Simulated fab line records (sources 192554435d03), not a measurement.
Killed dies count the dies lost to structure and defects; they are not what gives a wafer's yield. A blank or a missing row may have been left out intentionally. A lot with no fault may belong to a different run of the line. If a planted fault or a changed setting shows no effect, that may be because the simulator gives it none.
fab line records	flow n5_finfet
record: lots: 5	wafers: 14	last_day: 21
route steps=1938 shown BEOL_M9@1419 PASSIVATION@1936
lots that met no fault: taken from a fault-free run of the same line
start_h: start of the lot's first displayed wafer, in hours after the record's first day	wait_h: hours elapsed since this lot's preceding step	" unchanged from the row above	L1.1+2: a single row standing in for several wafers	- value missing, or start not given	* or withheld: withheld	< > ~ a bound
route shown NAME@n: NAME is a module with steps in the file, n the number in the route of the first one	usual: mean/standard deviation taken from wafers without a fault	same: alike in all rows	chamber/n: place in a boat	sites: per-site readings	_std_site: standard deviation across them	_edge_site: the outer-site mean with the inner-site mean subtracted	radius_mm: how far each site lies from the wafer's centre	mask NAME#n: copy n	behind: the tool/chamber that last shaped the wafer	hold: reason for holding the lot/hours on hold/outcome of the hold	device: transistor that didn't switch, given as n, p or np	end of line: tests run on the same wafers once the route is complete	where a step has no rows: the recipe by itself	killed: count of dies lost to structure and defects at first sort (not the wafer's yield)	map: dies across one wafer; x = killed, . = not, _ = none there
set.NAME: the setting as run; set.NAME@STEP: as run at that earlier step	model.NAME: the simulator's own value behind a step, which no gauge read
a table for each step, a row for each wafer; lots at some steps of the route
services: when a tool's chamber went out of use (start_h, in hours from the record's first day, below 0 if earlier), for how many hours, and the reason
== steps ==
step: N5_BEOL_M9_ETCH_62
recipe: chemistry: N2/H2	target: SOC	target_depth_a: 1100	overetch_a: 220	mask_material: SiARC	temp_c: 40	time_s: 165	ion_energy_ev: 200	pressure_mtorr: 30	source_w: 840	bias_w: 150	n2_flow_sccm: 200	h2_flow_sccm: 200
usual: drypump_motor_current_A: 5.6/0.4	oes_product_au: 0.67/0.067	rf_fwd_power_W: 837.4/2.7	rf_vpp_V: 523.7/3	showerhead_plenum_p_Torr: 2.53/0.11	temp_c: 39.99/0.12	throttle_valve_pct: 17.8/0.31
same: time_s: 165
lot.wafer	tool	chamber	start_h	wait_h	drypump_motor_current_A	oes_product_au	rf_fwd_power_W	rf_hours_counter_h	rf_vpp_V	showerhead_plenum_p_Torr	temp_c	throttle_valve_pct
L537.3	rie_diel-06	1	347.98	0.0	5.6	0.63	833.9	186	519.4	2.40	39.90	18.1
L537.4	"	3	"	"	5.4	0.75	839.5	-	528.9	2.71	39.89	18.2
L537.6	"	1	"	"	5.7	0.63	834.0	-	520.5	2.40	40.00	18.1
L536.2	rie_diel-02	1	351.89	0.0	4.8	0.62	840.3	200	522.9	2.51	40.32	18.1
L536.4	"	2	"	"	5.8	0.57	842.2	238	521.8	2.42	39.97	18.3
L536.5	"	3	"	"	5.4	0.68	834.5	-	527.9	2.67	39.86	17.6
L544.3	rie_diel-03	1	399.72	0.0	5.9	0.77	841.5	34	525.2	2.59	39.94	17.5
L544.4	"	3	"	"	6.5	0.60	836.7	199	524.0	2.51	40.08	17.7
L549.2	rie_diel-06	0	430.60	0.0	5.7	0.70	836.5	82	522.6	2.46	40.11	17.4
L549.4	"	1	"	"	5.6	0.61	836.8	211	521.8	2.39	39.87	18.2
L549.5	"	0	"	"	5.7	0.71	839.5	-	521.0	2.46	39.95	17.4
L550.2	rie_diel-02	3	432.89	0.0	5.4	0.65	838.3	124	528.1	2.65	39.95	17.6
L550.3	"	0	"	"	5.8	0.63	835.3	157	520.2	2.41	39.96	17.8
L550.4	"	2	"	"	5.8	0.80	840.1	11	529.1	2.73	39.76	17.9
step: N5_BEOL_M9_STRIP_68
recipe: chemistry: N2/H2	temp_c: 40	n2_flow_sccm: 200	h2_flow_sccm: 200	rf_frequency_hz: 6e+07
step: N5_BEOL_M9_STRIP_67
recipe: chemistry: CF4	resist: SiARC	power_w: 300	bias_power_w: 75	pressure_mtorr: 50	cf4_flow_sccm: 150	rf_frequency_hz: 6e+07
usual: drypump_motor_current_A: 5.6/0.4	oes_product_au: 0.79/0.08	rf_vpp_V: 271.1/1.6	showerhead_plenum_p_Torr: 1.80/0.067	throttle_valve_pct: 13.6/0.32
lot.wafer	tool	chamber	start_h	wait_h	drypump_motor_current_A	oes_product_au	rf_hours_counter_h	rf_vpp_V	showerhead_plenum_p_Torr	throttle_valve_pct
L537.3	rie_diel-06	1	348.13	0.0	5.6	0.74	186	269.0	1.71	14.0
L537.4	"	3	"	"	5.4	0.88	-	272.6	1.91	13.7
L537.6	"	1	"	"	5.7	0.74	-	269.3	1.71	14.1
L536.2	rie_diel-02	1	352.04	0.0	4.8	0.74	200	270.1	1.79	13.9
L536.4	"	2	"	"	5.8	0.68	238	269.8	1.71	14.1
L536.5	"	3	"	"	5.4	0.79	-	273.5	1.89	13.4
L544.3	rie_diel-03	1	399.87	0.0	5.9	0.90	34	272.4	1.81	13.2
L544.4	"	3	"	"	6.5	0.71	199	270.2	1.79	13.8
L549.2	rie_diel-06	0	430.74	0.0	5.7	0.84	82	269.8	1.76	13.3
L549.4	"	1	"	"	5.6	0.72	211	268.6	1.71	14.1
L549.5	"	0	"	"	5.7	0.84	-	270.2	1.76	13.3
L550.2	rie_diel-02	3	433.03	0.0	5.4	0.76	124	273.2	1.88	13.4
L550.3	"	0	"	"	5.8	0.74	157	270.4	1.73	13.7
L550.4	"	2	"	"	5.8	0.95	11	273.2	1.91	13.6
step: N5_BEOL_M9_HM_OPEN_17
recipe: chemistry: Cl2/BCl3	target_depth_a: 200	overetch_a: 60	target: TiN	mask_material: SOC	ion_energy_ev: 150	pressure_mtorr: 10	icp_w: 1000	bias_w: 126	Cl2_flow_sccm: 53.25	bcl3_flow_sccm: 21.75	Ar_flow_sccm: 25
usual: drypump_motor_current_A: 6.1/0.42	oes_product_au: 0.65/0.066	rf_fwd_power_W: 994/3.9	throttle_valve_pct: 21.9/0.32
lot.wafer	tool	chamber	start_h	wait_h	drypump_motor_current_A	oes_product_au	rf_fwd_power_W	rf_hours_counter_h	throttle_valve_pct
L537.3	rie_metal-03	1	348.20	0.1	6.5	0.78	991	-	21.7
L537.4	"	0	"	"	5.7	0.66	987	-	22.1
L537.6	"	1	"	"	6.5	0.78	983	-	21.7
L536.2	rie_metal-03	1	352.08	0.0	6.5	0.77	992	7	21.7
L536.4	"	1	"	"	6.5	0.78	992	-	21.7
L536.5	"	1	"	"	6.5	0.78	993	-	21.7
L544.3	rie_metal-03	0	399.94	0.1	5.7	0.67	999	-	22.1
L544.4	"	1	"	"	6.5	0.76	993	-	21.7
L549.2	rie_metal-01	0	430.81	0.1	6.4	0.63	1000	-	21.5
L549.4	"	0	"	"	6.4	0.63	998	-	21.5
L549.5	"	0	"	"	6.4	0.63	998	-	21.5
L550.2	rie_metal-03	0	433.08	0.0	5.7	0.65	990	50	22.1
L550.3	"	0	"	"	5.7	0.65	985	-	22.1
L550.4	"	1	"	"	6.5	0.74	992	-	21.7
step: N5_BEOL_M9_STRIP_19
recipe: chemistry: O2	power_w: 400	temp_c: 40	pressure_mtorr: 30	rf_frequency_hz: 6e+07	bias_power_w: 0	overash_fraction: 0.2	o2_flow_sccm: 225
usual: drypump_motor_current_A: 5.7/0.36	oes_product_au: 0.79/0.094	rf_vpp_V: 3.7/0.61	showerhead_plenum_p_Torr: 2.09/0.084	temp_c: 40.00/0.12	throttle_valve_pct: 16.6/0.33
same: overash_fraction: 0.2
lot.wafer	tool	chamber	start_h	wait_h	drypump_motor_current_A	oes_product_au	rf_hours_counter_h	rf_vpp_V	showerhead_plenum_p_Torr	temp_c	throttle_valve_pct
L537.3	rie_diel-03	2	348.41	0.2	6.0	0.66	246	2.7	1.97	40.07	16.5
L537.4	"	0	"	"	5.2	0.86	41	3.4	2.03	39.87	16.6
L537.6	"	3	"	"	6.4	0.71	-	3.9	2.10	39.77	16.7
L536.2	rie_diel-03	1	352.19	0.1	5.9	0.93	18	3.5	2.14	39.95	16.3
L536.4	"	0	"	"	5.3	0.87	42	5.0	2.03	40.13	16.6
L536.5	"	3	"	"	6.4	0.72	-	2.8	2.10	39.76	16.8
L544.3	rie_diel-06	0	400.12	0.2	5.7	0.86	75	3.4	2.05	39.90	16.4
L544.4	"	1	"	"	5.6	0.72	203	3.4	2.00	39.86	17.3
L549.2	rie_diel-06	0	430.98	0.1	5.7	0.85	82	4.1	2.05	39.95	16.4
L549.4	"	2	"	"	5.8	0.67	243	3.8	2.13	40.02	16.3
L549.5	"	3	"	"	5.4	0.84	-	3.2	2.19	40.09	16.8
L550.2	rie_diel-02	3	433.19	0.1	5.4	0.74	124	3.9	2.21	39.96	16.5
L550.3	"	1	"	"	4.8	0.71	222	2.6	2.10	39.96	17.2
L550.4	"	0	"	"	5.8	0.74	157	3.0	1.99	39.96	16.7
step: N5_BEOL_M9_CD_MEAS_18
recipe: pitch_nm: 140	target_cd_nm: 70
usual: cd_nm: 69.9/0.83
lot.wafer	tool	chamber	start_h	wait_h	cd_nm
L537.3	cd_sem-03	-	348.48	0.1	69.5
L537.4	"	-	"	"	70.4
L537.6	"	-	"	"	71.1
L536.2	cd_sem-02	-	352.26	0.1	70.6
L536.4	"	-	"	"	68.3
L536.5	"	-	"	"	71.0
L544.3	cd_sem-01	-	400.19	0.1	70.4
L544.4	"	-	"	"	70.5
L549.2	cd_sem-02	-	431.05	0.1	68.7
L549.4	"	-	"	"	70.0
L549.5	"	-	"	"	68.4
L550.2	cd_sem-03	-	433.26	0.1	70.4
L550.3	"	-	"	"	69.5
L550.4	"	-	"	"	68.7
step: N5_BEOL_M9_COAT_63
recipe: resist: SOC	temp_c: 250	time_s: 60	spin_rpm: 1500	resist_thk_nm: 60
step: N5_BEOL_M9_COAT_64
recipe: resist: SiARC	temp_c: 220	time_s: 60	spin_rpm: 1500	resist_thk_nm: 12
step: N5_BEOL_M9_COAT_75
recipe: resist: underlayer	temp_c: 205	time_s: 60	spin_rpm: 1500	resist_thk_nm: 5
step: N5_BEOL_M9_COAT_22
recipe: resist: CAR-EUV	spin_rpm: 1500	resist_thk_nm: 30
step: N5_BEOL_M9_EBR_24
recipe: solvent: PGMEA	ebr_width_mm: 1.5
step: N5_BEOL_M9_SOFTBAKE_23
recipe: temp_c: 110	time_s: 60	resist: CAR-EUV
step: N5_BEOL_M9_EXPOSE_25
recipe: mask_id: V8	na: 0.33	source_shape: annular	sigma_inner: 0.4	sigma_outer: 0.8	polarization: unpolarized	dose_mj: 37.25
lot.wafer	tool	chamber	start_h	wait_h	mask	model.BEOL_M9.overlay_x_nm
L537.3+4+6	euv_scanner-01	0	349.61	-	V8#0	0.2
L536.2+4+5	euv_scanner-02	0	352.56	-	V8#0	0.6
L544.3+4	euv_scanner-01	0	400.62	-	V8#0	0
L549.2+4+5	euv_scanner-01	0	431.26	-	V8#0	5.8
L550.2+3+4	euv_scanner-02	0	433.56	-	V8#0	-0.2
step: N5_BEOL_M9_PEB_26
recipe: peb_temp_c: 100	peb_time_s: 60	resist: CAR-EUV
step: N5_BEOL_M9_DEVELOP_27
recipe: develop_time_s: 30	developer: TMAH	resist: CAR-EUV	rinse_liquid: surfactant_rinse	dry: air_spin	dev_temp_c: 23
step: N5_BEOL_M9_CD_MEAS_28
recipe: target_cd_nm: 70	landing_energy_ev: 500	detector: se_inlens	polarity: opening
usual: cd_nm: 70.05/0.3
lot.wafer	tool	chamber	start_h	wait_h	cd_nm
L537.3	cd_sem-02	0	349.73	-	69.98
L537.4	"	0	"	"	69.98
L537.6	"	0	"	"	70.06
L536.2	cd_sem-01	0	352.69	-	70.25
L536.4	"	0	"	"	69.99
L536.5	"	0	"	"	70.04
L544.3	cd_sem-02	0	400.74	-	70.03
L544.4	"	0	"	"	70.05
L549.2	cd_sem-02	0	431.39	-	70.22
L549.4	"	0	"	"	69.78
L549.5	"	0	"	"	69.82
L550.2	cd_sem-03	0	433.68	-	70.09
L550.3	"	0	"	"	69.84
L550.4	"	0	"	"	69.91
step: N5_BEOL_M9_OVL_MEAS_29
recipe: points_per_wafer: 522
usual: V8_OVL: -0.1/0.79
lot.wafer	tool	chamber	start_h	wait_h	V8_OVL[nm]
L537.3	overlay-01	0	349.77	0.0	1.3
L537.4	"	0	"	"	-0.7
L537.6	"	0	"	"	-0.6
L536.2	overlay-02	0	352.72	0.0	1.0
L536.4	"	0	"	"	1.2
L536.5	"	0	"	"	0.7
L544.3	overlay-02	0	400.78	0.0	-0.7
L544.4	"	0	"	"	-1.1
L549.2	overlay-02	0	431.42	0.0	5.2
L549.4	"	0	"	"	4.6
L549.5	"	0	"	"	4.8
L550.2	overlay-02	0	433.72	0.0	0.0
L550.3	"	0	"	"	1.2
L550.4	"	0	"	"	0.0
step: N5_BEOL_M9_INSPECT_30
recipe: mode: adi	inspect_instrument: brightfield
usual: raw_defect_count: 400/100
lot.wafer	tool	chamber	start_h	wait_h	raw_defect_count
L537.3	defect_inspect-01	-	349.82	0.0	456
L537.4	"	-	"	"	303
L537.6	"	-	"	"	504
L536.2	defect_inspect-02	-	352.78	0.0	338
L536.4	"	-	"	"	291
L536.5	"	-	"	"	295
L544.3	defect_inspect-02	-	400.82	0.0	374
L544.4	"	-	"	"	336
L549.2	defect_inspect-02	-	431.47	0.0	356
L549.4	"	-	"	"	458
L549.5	"	-	"	"	341
L550.2	defect_inspect-01	-	433.77	0.0	441
L550.3	"	-	"	"	550
L550.4	"	-	"	"	454
step: N5_PASSIVATION_PROBE_49
usual: defect_limited_yield: 91.1/1.4	killed_at_M0_to_M3: 34/9.6	killed_at_M4_up: 15/5.3	killed_at_contacts: 12/6.1	killed_at_front_end: 40/11	killed_at_other: 3.5/2.8	killed_dies: 105/17	killed_open: 70/12	killed_short: 34/7.7	sort_bin_4_leakage: 0.01/0.07	sort_bin_5_function: 5.2/0.97	sort_bin_6_memory: 3.4/0.62	sort_n_pass: 1075/17	sort_yield_pct: 91.1/1.4
same: gross_dies: 1180	killed_at_back_side: 0	sort_bin_8_speed[%]: 0
lot.wafer	tool	chamber	start_h	wait_h	defect_limited_yield[%]	killed_at_M0_to_M3	killed_at_M4_up	killed_at_contacts	killed_at_front_end	killed_at_other	killed_dies	killed_open	killed_short	sort_bin_4_leakage[%]	sort_bin_5_function[%]	sort_bin_6_memory[%]	sort_n_pass	sort_yield_pct[%]
L537.3	prober-02	-	408.24	0.2	90.8	44	11	15	33	6	109	70	38	0	5.9	3.0	1071	90.8
L537.4	prober-02	-	408.29	0.3	90.1	41	16	15	37	8	117	78	37	0	6.9	2.5	1063	90.1
L537.6	prober-02	-	408.39	0.4	91.1	16	9	25	52	3	105	72	22	0	4.7	3.1	1075	91.1
killed by level:class
L537.3 BEOL_M0_SAQP:geometric_particle:short=11 MOL_CONTACT_COAG:geometric_particle:open=10 BEOL_M1:geometric_particle:open=9 BEOL_M2:geometric_particle:open=9 STI_FIN_REVEAL:geometric_particle:open=8 BEOL_M0_SAQP:geometric_particle:open=8 GATE_CUT:geometric_particle:short=5 MOL_CONTACT_COAG:geometric_particle:short=5
L537.4 MOL_CONTACT_COAG:geometric_particle:open=10 BEOL_M0_SAQP:geometric_particle:open=9 BEOL_M2:geometric_particle:open=9 DUMMY_GATE:geometric_particle:open=8 BEOL_M1:geometric_particle:open=8 FIN_SAQP:geometric_particle:open=6 BEOL_M0_SAQP:geometric_particle:short=6 BEOL_M2:geometric_particle:short=6
L537.6 MOL_CONTACT_COAG:geometric_particle:open=19 STI_FIN_REVEAL:geometric_particle:open=14 FIN_SAQP:geometric_particle:open=9 HKMG_FIN:area_etch=9 BEOL_M0_SAQP:geometric_particle:open=7 MOL_CONTACT_COAG:geometric_particle:short=6 STARTING-WAFER:geometric_particle:short=4 BEOL_M2:geometric_particle:open=4
== services ==
tool	chamber	start_h	hours	kind
euv_scanner-02	-	325.78	1.0	pm
euv_scanner-01	-	331.10	1.0	pm
rie_metal-03	0	331.83	12.2	repair
rie_diel-06	2	340.34	7.7	repair
euv_scanner-01	-	351.48	0.7	repair
euv_scanner-02	0	353.48	-	calibration
rie_diel-02	1	357.58	23.7	repair
rie_diel-02	-	358.10	0.8	repair
rie_diel-03	2	363.34	-	clean
rie_diel-03	2	363.34	-	consumable_replace:focus_ring
rie_diel-03	2	363.34	-	consumable_replace:showerhead
rie_diel-03	2	363.34	22.2	scheduled_down
rie_diel-03	2	363.34	22.2	vent_cycle
rie_metal-01	-	373.24	0.2	repair
rie_metal-03	-	375.18	14.6	pm
euv_scanner-02	-	381.52	6.2	pm
rie_diel-02	2	383.25	-	clean
rie_diel-02	2	383.25	-	consumable_replace:focus_ring
rie_diel-02	2	383.25	-	consumable_replace:showerhead
rie_diel-02	2	383.25	17.0	scheduled_down
rie_diel-02	2	383.25	17.0	vent_cycle
euv_scanner-02	-	387.77	1.0	pm
euv_scanner-01	-	388.79	1.0	pm
rie_metal-01	1	412.03	-	clean
== key ==
first_sign: step: N5_BEOL_M9_OVL_MEAS_29	reading: V8_OVL	direction: up	sigmas: 6.3	usual: -0.1	struck: 4.8
effect none on later readings
model_effect: step: N5_BEOL_M9_EXPOSE_25	value: BEOL_M9.overlay_x_nm	without: 0	struck: 5.8
met_at N5_BEOL_M9_EXPOSE_25
struck_wafers L549.2,L549.4,L549.5
onset_between 400.62 431.26
also_fits N5_BEOL_M9_ETCH_62:rie_diel-06,N5_BEOL_M9_STRIP_67:rie_diel-06,N5_BEOL_M9_HM_OPEN_17:rie_metal-01,N5_BEOL_M9_STRIP_19:rie_diel-06
fault: kind: scanner_matching_overlay	tool: euv_scanner-01	chamber: -	onset_h: 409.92	steps: N5_BEOL_M9_EXPOSE_25	offset: 5.7981
